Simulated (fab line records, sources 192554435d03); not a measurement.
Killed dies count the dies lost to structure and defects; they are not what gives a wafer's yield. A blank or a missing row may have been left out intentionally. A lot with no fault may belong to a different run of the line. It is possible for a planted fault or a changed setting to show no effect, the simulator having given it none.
Split-lot trial | flow n5Finfet | 21 wafers read from 7 lots, route of 1938 steps

ON THE SPLIT
At N5_BEOL_M0_SAQP_SPACER2_ALD_26 (deposits SiO2, target thk 15 nm, pulse time 1 s, purge time 2 s), the setting targetThkA was moved away from the recipe's 150 angstrom on 6 of the 21 wafers read, by +6.9% to +13.1%. All remaining wafers had this setting at the recipe value.

FROM THE SPLIT TO THE READING: what the file shows between them, 2 steps
- N5_BEOL_M0_SAQP_SPACER2_ETCHBACK_27: etches SiO2 in CHF3/O2, target depth 22.5 nm, time 11.25 s
- N5_BEOL_M0_SAQP_MANDREL2_REMOVE_110: chemistry HBr/Cl2/O2, target a-Si, stops on SiCN, bt time 10 s

THE READING
At N5_BEOL_M0_SAQP_CD_MEAS_29: cdNm in nanometres, against a target cd of 14.4 nm. Typical for fault-free wafers on this fab line: 15.02 nm, with standard deviation 0.25 nm.

wafer  | tool, chamber at the split | targetThkA as run, angstrom | against the recipe | cdNm, nm | against lot-mates on the recipe
L074.2 | aldSin-04, 2,0             | 160.3                       | +6.9%              | 16.32    | no lot-mate on the recipe
L074.3 | aldSin-04, 2,0             | 160.3                       | +6.9%              | 16.19    | no lot-mate on the recipe
L074.5 | aldSin-04, 2               | 160.3                       | +6.9%              | 16.12    | no lot-mate on the recipe
L078.2 | aldSin-03, 0,2,2           | 150                         | recipe             | 14.59    | -
L078.4 | aldSin-03, 0,2,2           | 150                         | recipe             | 14.84    | -
L078.5 | aldSin-03, 0,2,2           | 150                         | recipe             | 15.33    | -
L082.1 | aldSin-04, 1,2,1           | 150                         | recipe             | 14.96    | -
L082.3 | aldSin-04, 1,2,1           | 150                         | recipe             | 15.56    | -
L082.5 | aldSin-04, 1,2,1           | 150                         | recipe             | 15.09    | -
L088.3 | aldSin-04, 2,0,0           | 150                         | recipe             | 15.32    | -
L088.4 | aldSin-04, 2,0,0           | 150                         | recipe             | 15.21    | -
L088.6 | aldSin-04, 2,0,0           | 150                         | recipe             | 15.24    | -
L094.1 | aldSin-04, 2               | 150                         | recipe             | 14.69    | -
L094.5 | aldSin-04, 1               | 169.6                       | +13.1%             | 16.96    | +2.16
L094.6 | aldSin-04, 2               | 150                         | recipe             | 14.91    | -
L095.1 | aldSin-04, 0               | 162.5                       | +8.3%              | 16.84    | +1.68
L095.2 | aldSin-04, 1               | 150                         | recipe             | 15.16    | -
L095.4 | aldSin-04, 3               | 162.5                       | +8.3%              | 16.43    | +1.27
L096.4 | aldSin-02, 2               | 150                         | recipe             | 15.57    | -
L096.5 | aldSin-02, 2,1             | 150                         | recipe             | 14.76    | -
L096.6 | aldSin-02, 2,1             | 150                         | recipe             | 15.04    | -
If several chambers appear in one row, that row covers several wafers at once and the file leaves open which wafer was in which chamber.

FIT RESULTS
A straight line over all 21 wafers: cdNm changes by +0.162 nm for each +1% of targetThkA; r = +0.92; the points scatter about the line by 0.28 nm.
The same after taking each lot's own level away (the mean of its wafers on the recipe; 18 wafers): +0.17 nm for each +1%; r = +0.94; scatter 0.24 nm.
On that fit, the largest move of targetThkA shifts the reading by 2.2 nm.
Measured against the standard deviation above, the lots' own levels, which go from 14.800 to 15.257 nm, span 1.8 times it.
So the lot-to-lot level changes the slope little: the two slopes agree.
Check: with one of the wafers moved furthest among these (+13.1%) left out of the fit, the line predicts +2.31 nm for it against its lot-mates. It came out at +2.16 nm against them.

THE OTHER SPLITS THESE WAFERS WENT THROUGH
Note: prior to the reading, these wafers also went through further splits. Each is held against what the fit with the lots' levels taken away leaves over:
other split on the same wafers       | wafers away from the commonest value | r with cdNm (lot level and that fit taken away)
N5_GATE_CUT_COAT_07 spinRpm          | 7                                    | -0.08
N5_MOL_CONTACT_COAG_EXPOSE_81 doseMj | 6                                    | -0.22
N5_BEOL_M0_SAQP_COAT_81 spinRpm      | 6                                    | -0.08
N5_BEOL_M0_SAQP_COAT_08 spinRpm      | 5                                    | +0.40

THE WHOLE CHAIN: every reading that the file lists as answering this split, in the file's order
step                                | what it does                                                    | reading                                                                                    | change (the file's fit)               | r (the file's)
N5_BEOL_M0_SAQP_SPACER2_ALD_26      | deposits SiO2, target thk 15 nm, pulse time 1 s, purge time 2 s | SiO2_of_BEOL_M0_SAQP_SPACER2_ALD_26.thkNm (the simulator's own value, which no gauge read) | +0.147 nm for each +1% of the setting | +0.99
N5_BEOL_M0_SAQP_MANDREL2_REMOVE_110 | chemistry HBr/Cl2/O2, target a-Si, stops on SiCN, bt time 10 s  | BEOL_M0_SAQP.cdNm (the simulator's own value, which no gauge read)                         | +0.147 nm for each +1% of the setting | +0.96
N5_BEOL_M0_SAQP_CD_MEAS_29          | target cd 14.4 nm                                               | cdNm                                                                                       | +0.169 nm for each +1% of the setting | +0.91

FILE'S OWN FIT
cdNm changes by +0.169 nm for each +1% of targetThkA, r = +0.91.
